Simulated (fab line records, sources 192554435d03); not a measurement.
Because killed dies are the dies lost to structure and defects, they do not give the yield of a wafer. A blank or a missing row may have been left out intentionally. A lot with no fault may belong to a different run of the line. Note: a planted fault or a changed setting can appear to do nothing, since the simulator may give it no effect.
Matching of chambers ; flow n5_finfet ; N5_BEOL_M0_DEP_125 on pecvd-04 has 3 sister chambers
The step deposits SiCN from 3MS/NH3, target thk 8 nm, time 14 s. 14 wafers are shown with their chamber, then 7 later ones without.

== WAFERS, EACH WITH ITS CHAMBER ==
wafer;chamber;throttle_valve_pct (%);showerhead_vpp_V (V);showerhead_plenum_p_Torr (Torr)
L079.2;0;10.5;909;3.649
L079.3;1;9.7;897;3.650
L079.6;2;8.8;887;3.675
L080.1;1;9.4;894;3.650
L080.2;2;9.0;877;3.676
L080.6;2;8.8;890;3.670
L084.4;2;8.7;896;3.682
L084.5;1;9.3;884;3.654
L084.6;0;10.0;921;3.661
L085.2;1;9.4;890;3.640
L085.4;1;9.5;898;3.646
L085.5;0;10.1;919;3.652
L090.1;0;10.2;942;3.638
L090.2;2;8.7;876;3.667

SIGNATURES (means of the wafers above)
reading;chamber 0;chamber 1;chamber 2;scatter within a chamber
throttle_valve_pct;10.200;9.460;8.800;0.163
showerhead_vpp_V;922.75;892.60;885.20;9.55
showerhead_plenum_p_Torr;3.65000;3.64800;3.67400;0.00685
Rule: distance of a wafer from a chamber = root of the sum over the readings of ((wafer's reading minus chamber's mean) / reading's scatter) squared. If the next closest chamber is less than 2 further off than the closest, the wafer can't be placed; otherwise it belongs to the closest. How the scatter is found: for the shown wafers, subtract from each reading the mean of its chamber, square and add these, divide the total by (wafers less chambers), then take the root.

== WAFERS WITH NO CHAMBER GIVEN ==
wafer;throttle_valve_pct (%);showerhead_vpp_V (V);showerhead_plenum_p_Torr (Torr)
L090.5;10.4;931;3.646
L094.1;10.1;909;3.656
L094.4;9.9;894;3.640
L094.5;10.2;920;3.654
L096.2;9.1;864;3.671
L096.5;10.3;915;3.651
L096.6;8.7;874;3.676

== WHICH CHAMBER EACH WENT THROUGH ==
wafer;from the rows above;in truth
L090.5;0;0
L094.1;0;0
L094.4;can't be placed: 1 or 0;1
L094.5;0;0
L096.2;2;2
L096.5;0;0
L096.6;2;2
Placed correctly: 6 of 7. These rows do not allow placing 1 (true chamber among the candidates in 1). Number placed wrongly: 0.
